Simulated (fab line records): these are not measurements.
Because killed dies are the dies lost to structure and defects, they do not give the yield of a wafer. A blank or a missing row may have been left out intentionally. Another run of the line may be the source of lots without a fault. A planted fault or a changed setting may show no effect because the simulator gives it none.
Matching of chambers ; flow n5Finfet ; rieDiel-05 running N5_BEOL_M8_STRIP_67: 4 sister chambers
The step strips in CF4. 24 wafers are shown with their chamber, then 12 later ones without.

== WAFERS WITH THEIR CHAMBER ==
wafer;chamber;drypumpMotorCurrentA (A);throttleValvePct (%);showerheadPlenumPTorr (Torr)
L074.1;2;6.1;13.14;1.83
L074.2;3;6.6;13.09;1.76
L074.3;1;5.8;13.90;1.70
L074.4;0;5.7;13.76;1.77
L074.5;0;5.7;13.77;1.77
L074.6;3;6.6;13.07;1.76
L077.2;2;6.1;13.13;1.83
L077.4;0;5.6;13.78;1.76
L077.5;3;6.6;13.10;1.76
L079.2;0;5.7;13.78;1.76
L079.3;1;5.8;13.91;1.70
L079.4;3;6.6;13.12;1.76
L080.1;1;5.8;13.90;1.70
L080.3;2;6.1;13.15;1.82
L080.4;0;5.7;13.79;1.76
L083.3;0;5.6;13.83;1.76
L083.4;3;6.6;13.12;1.75
L083.5;3;6.6;13.10;1.75
L088.1;2;6.1;13.22;1.81
L088.2;0;5.7;13.30;1.76
L088.4;3;6.6;13.19;1.75
L089.3;3;6.6;13.19;1.75
L089.4;1;5.8;13.40;1.90
L089.6;0;5.7;13.31;1.76

SIGNATURES (averages over the wafers above)
reading;chamber 0;chamber 1;chamber 2;chamber 3;scatter within a chamber
drypumpMotorCurrentA;5.675;5.800;6.100;6.600;0.0274
throttleValvePct;13.6650;13.7775;13.1600;13.1225;0.167
showerheadPlenumPTorr;1.7625;1.7500;1.8225;1.7550;0.0391
Rule: a wafer lies at a distance from a chamber equal to the root of the sum of squares, over the readings, of (its reading less the chamber's mean, divided by the reading's scatter). The wafer belongs to the nearest chamber; if the next one is less than 2 further off, it can't be placed. The scatter: take each reading less its chamber's mean, square it, sum over the shown wafers, divide by the number of wafers less the number of chambers, and take the root.

== WAFERS WITH NO CHAMBER GIVEN ==
wafer;drypumpMotorCurrentA (A);throttleValvePct (%);showerheadPlenumPTorr (Torr)
L094.1;5.7;13.30;1.76
L094.4;6.6;13.18;1.74
L094.5;5.8;13.37;1.90
L096.1;5.6;13.31;1.76
L096.2;6.6;13.17;1.74
L096.3;5.8;13.41;1.90
L096.4;6.6;13.20;1.74
L096.5;5.8;13.39;1.90
L096.6;5.6;13.30;1.76
L095.3;5.7;13.33;1.75
L095.5;6.6;13.20;1.74
L095.6;5.7;13.31;1.75

== THE CHAMBER EACH PASSED THROUGH ==
wafer;from the rows above;in truth
L094.1;0;0
L094.4;3;3
L094.5;can't be placed: 1 or 0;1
L096.1;0;0
L096.2;3;3
L096.3;can't be placed: 1 or 0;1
L096.4;3;3
L096.5;can't be placed: 1 or 0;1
L096.6;0;0
L095.3;0;0
L095.5;3;3
L095.6;0;0
Correctly placed: 9 of 12. Can't be placed from these rows: 3 (the true chamber is among the candidates in 3). Placed wrongly: 0.
